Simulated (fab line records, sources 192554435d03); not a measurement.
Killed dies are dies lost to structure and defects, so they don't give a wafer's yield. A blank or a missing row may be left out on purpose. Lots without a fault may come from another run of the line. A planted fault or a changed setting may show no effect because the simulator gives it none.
Chamber matching | flow n5_finfet | N5_HKMG_FIN_ALD_21 on ald_metal-03: 4 sister chambers
The step deposits TiN, target thk 1.5 nm, pulse time 1 s, purge time 3 s. 8 wafers are shown with their chamber, then 7 later ones without.

WAFERS WITH THEIR CHAMBER
wafer  | chamber | heater_power_w (W) | susceptor_temp_C (C)
L074.2 | 2       | 965                | 399.99
L077.5 | 0       | 897                | 400.14
L077.6 | 1       | 919                | 399.75
L080.3 | 2       | 949                | 400.23
L080.4 | 1       | 917                | 400.05
L080.6 | 3       | 933                | 399.83
L092.3 | 0       | 890                | 399.89
L092.4 | 3       | 911                | 399.82

WAFERS WITHOUT THEIR CHAMBER
wafer  | heater_power_w (W) | susceptor_temp_C (C)
L092.5 | 952                | 399.59
L094.2 | 882                | 400.20
L094.3 | 952                | 400.20
L094.5 | 936                | 400.30
L095.1 | 946                | 400.17
L095.4 | 912                | 400.00
L095.5 | 963                | 400.15

WHICH CHAMBER EACH WENT THROUGH
wafer  | from the rows above          | in truth
L092.5 | can't be placed: 2 or 3 or 1 | 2
L094.2 | 0                            | 0
L094.3 | 2                            | 2
L094.5 | can't be placed: 2 or 1 or 3 | 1
L095.1 | 2                            | 2
L095.4 | can't be placed: 1 or 3 or 0 | 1
L095.5 | 2                            | 2
Placed correctly: 4 of 7. Can't be placed from these rows: 3 (the true chamber is among the candidates in 3). Placed wrongly: 0.
How it was worked out, from the rows above alone: a wafer's distance from a chamber is the root of the sum, over the readings, of the square of ((its reading less the chamber's mean) divided by the reading's scatter). The wafer belongs to the nearest chamber; if the next one is less than 2 further off, it can't be placed. A chamber's mean is the mean of its shown wafers. The scatter: the root of (the sum of the squares of (reading less its chamber's mean) over the shown wafers, divided by (wafers less chambers)).
